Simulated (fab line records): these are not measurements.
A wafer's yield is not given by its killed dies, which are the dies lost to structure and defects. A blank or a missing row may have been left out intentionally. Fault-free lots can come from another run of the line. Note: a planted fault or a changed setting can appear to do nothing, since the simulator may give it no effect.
Split-lot trial ; flow n5_finfet ; on a route of 1938 steps: 7 lots, 21 wafers read

ABOUT THE SPLIT
At N5_BEOL_M10_COAT_63 (time 60 s, resist thk 100 nm), the setting spin_rpm was moved away from the recipe's 1500 rpm on 8 of the 21 wafers read, by -10.3% to -3.0%. For the rest of the wafers, this setting stayed at what the recipe calls for.

FROM THE SPLIT TO THE READING: what the file shows between them, 6 steps
- N5_BEOL_M10_COAT_64: time 60 s, resist thk 30 nm
- N5_BEOL_M10_COAT_22: resist thk 90 nm
- N5_BEOL_M10_DESCUM_33: chemistry O2, time 7.9 s
- N5_BEOL_M10_ETCH_65: etches SiARC in CF4, target depth 39 nm, time 65 s
- N5_BEOL_M10_ETCH_66: etches SOC in N2/H2, target depth 120 nm, overetch 24 nm, time 180 s
- N5_BEOL_M10_STRIP_69: strips in N2/H2

THE READING
SOC_of_BEOL_M10_COAT_63.thk_nm (the simulator's own value, which no gauge read), in nm, at N5_BEOL_M10_VIA_ETCH_34 (etches SiCOH lowk in C4F6/O2, target depth 184.5 nm, time 69.2 s). The file does not state a usual value for it. Average 92.0 nm, standard deviation 0.25 nm, over the 13 wafers here run with the recipe.

wafer;tool, chamber at the split;spin_rpm as run, rpm;against the recipe;SOC_of_BEOL_M10_COAT_63.thk_nm, nm;against lot-mates on the recipe
L083.1;litho_track-05, 0;1345;-10.3%;97.4;+5.6
L083.3;litho_track-05, 0;1500;recipe;91.8;-
L083.6;litho_track-05, 0;1500;recipe;91.8;-
L086.2;litho_track-01, 0;1500;recipe;92.2;-
L086.4;litho_track-01, 0;1360;-9.3%;97.4;+5.3
L086.6;litho_track-01, 0;1500;recipe;92;-
L085.1;litho_track-05, 0;1424;-5.1%;94.4;+2.6
L085.6;litho_track-05, 0;1424;-5.1%;94.4;+2.6
L085.5;litho_track-05, 0;1500;recipe;91.8;-
L089.1;litho_track-04, 0;1500;recipe;92.2;-
L089.3;litho_track-04, 0;1500;recipe;92.2;-
L089.5;litho_track-04, 0;1500;recipe;91.8;-
L093.1;litho_track-05, 0;1500;recipe;91.6;-
L093.4;litho_track-05, 0;1435;-4.3%;93.8;+2.2
L093.6;litho_track-05, 0;1435;-4.3%;94;+2.4
L079.1;litho_track-04, 0;1500;recipe;92;-
L079.2;litho_track-04, 0;1500;recipe;92.4;-
L079.3;litho_track-04, 0;1500;recipe;92.4;-
L096.1;litho_track-05, 0;1500;recipe;92.2;-
L096.3;litho_track-05, 0;1455;-3.0%;94;+1.8
L096.5;litho_track-05, 0;1455;-3.0%;93.8;+1.6

FIT RESULTS
A straight line over all 21 wafers: SOC_of_BEOL_M10_COAT_63.thk_nm changes by -0.525 nm for each +1% of spin_rpm; r = -0.99; the points scatter about the line by 0.3 nm.
The same after taking each lot's own level away (the mean of its wafers on the recipe; 21 wafers): -0.546 nm for each +1%; r = -1.00; scatter 0.14 nm.
Per that fit: largest spin_rpm move, reading shift of 5.6 nm.
Measured against the standard deviation above, the lots' own levels, which go from 91.60 to 92.27 nm, span 2.7 times it.
Hence the lot-to-lot level has little effect on the slope; both slopes agree.
Check: +5.65 nm against its lot-mates is what the line predicts for one of the wafers moved furthest among these (-10.3%) when that wafer is left out of the fit. Against them it came out at +5.6 nm.

THESE WAFERS: OTHER SPLITS
Other splits were also applied to these wafers ahead of the reading. Each is held against what the fit with the lots' levels taken away leaves over:
other split on the same wafers;wafers away from the commonest value;r with SOC_of_BEOL_M10_COAT_63.thk_nm (lot level and that fit taken away)
N5_BEOL_M9_COAT_05 spin_rpm;5;-0.17
N5_BEOL_M9_TRENCH_ETCH_37 source_w;4;+0.22
N5_BEOL_M10_DESCUM_16 time_s;6;+0.24

THE WHOLE CHAIN: every reading that the file lists as answering this split, in the file's order
step;what it does;reading;change (the file's fit);r (the file's)
N5_BEOL_M10_COAT_63;time 60 s, resist thk 100 nm;SOC_of_BEOL_M10_COAT_63.thk_nm (the simulator's own value, which no gauge read);-0.537 nm for each +1% of the setting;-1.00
N5_BEOL_M10_ETCH_66;etches SOC in N2/H2, target depth 120 nm, overetch 24 nm, time 180 s;etch.depth_nm (the simulator's own value, which no gauge read);-0.535 nm for each +1% of the setting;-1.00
N5_BEOL_M10_VIA_ETCH_34;etches SiCOH lowk in C4F6/O2, target depth 184.5 nm, time 69.2 s;SOC_of_BEOL_M10_COAT_63.thk_nm (the simulator's own value, which no gauge read);-0.548 nm for each +1% of the setting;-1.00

THE FILE'S OWN FIT
SOC_of_BEOL_M10_COAT_63.thk_nm changes by -0.548 nm for each +1% of spin_rpm, r = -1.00.
